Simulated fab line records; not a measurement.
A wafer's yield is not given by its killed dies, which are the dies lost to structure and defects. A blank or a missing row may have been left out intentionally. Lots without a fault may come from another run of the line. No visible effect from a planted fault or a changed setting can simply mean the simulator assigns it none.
Matching of chambers :: flow n5-finfet :: rie-diel-02 running N5_BEOL_M2_ETCH_69: 4 sister chambers
The step etches SiARC in CF4, target depth 15.6 nm, time 26 s. 8 wafers are shown with their chamber, then 7 later ones without.

WAFERS WITH THEIR CHAMBER
wafer: L083.6
chamber: 3
showerhead-plenum-p-Torr (Torr): 2.152
throttle-valve-pct (%): 15.54

wafer: L087.3
chamber: 0
showerhead-plenum-p-Torr (Torr): 2.064
throttle-valve-pct (%): 15.59

wafer: L087.6
chamber: 2
showerhead-plenum-p-Torr (Torr): 2.136
throttle-valve-pct (%): 16.09

wafer: L091.1
chamber: 0
showerhead-plenum-p-Torr (Torr): 2.061
throttle-valve-pct (%): 15.63

wafer: L091.4
chamber: 1
showerhead-plenum-p-Torr (Torr): 2.134
throttle-valve-pct (%): 15.51

wafer: L091.6
chamber: 2
showerhead-plenum-p-Torr (Torr): 2.133
throttle-valve-pct (%): 16.10

wafer: L092.3
chamber: 3
showerhead-plenum-p-Torr (Torr): 2.147
throttle-valve-pct (%): 15.58

wafer: L092.4
chamber: 1
showerhead-plenum-p-Torr (Torr): 2.133
throttle-valve-pct (%): 15.52

WAFERS MISSING THEIR CHAMBER
wafer: L092.6
showerhead-plenum-p-Torr (Torr): 2.061
throttle-valve-pct (%): 15.65

wafer: L095.2
showerhead-plenum-p-Torr (Torr): 2.131
throttle-valve-pct (%): 16.12

wafer: L095.5
showerhead-plenum-p-Torr (Torr): 2.130
throttle-valve-pct (%): 15.53

wafer: L095.6
showerhead-plenum-p-Torr (Torr): 2.059
throttle-valve-pct (%): 15.64

wafer: L096.1
showerhead-plenum-p-Torr (Torr): 2.129
throttle-valve-pct (%): 16.11

wafer: L096.2
showerhead-plenum-p-Torr (Torr): 2.129
throttle-valve-pct (%): 15.52

wafer: L096.3
showerhead-plenum-p-Torr (Torr): 2.144
throttle-valve-pct (%): 15.59

WHICH CHAMBER EACH WENT THROUGH
wafer: L092.6
from the rows above: 0
in truth: 0

wafer: L095.2
from the rows above: 2
in truth: 2

wafer: L095.5
from the rows above: 1
in truth: 1

wafer: L095.6
from the rows above: 0
in truth: 0

wafer: L096.1
from the rows above: 2
in truth: 2

wafer: L096.2
from the rows above: 1
in truth: 1

wafer: L096.3
from the rows above: 3
in truth: 3
Placed correctly: 7 of 7. Left unplaced by these rows: 0. 0 placed wrongly.
How it was worked out, from the rows above alone: a wafer's distance from a chamber is the root of the sum, over the readings, of the square of ((its reading less the chamber's mean) divided by the reading's scatter). If the next closest chamber is less than 2 further off than the closest, the wafer can't be placed; otherwise it belongs to the closest. The mean given for a chamber averages the wafers shown for that chamber. How the scatter is found: for the shown wafers, subtract from each reading the mean of its chamber, square and add these, divide the total by (wafers less chambers), then take the root.
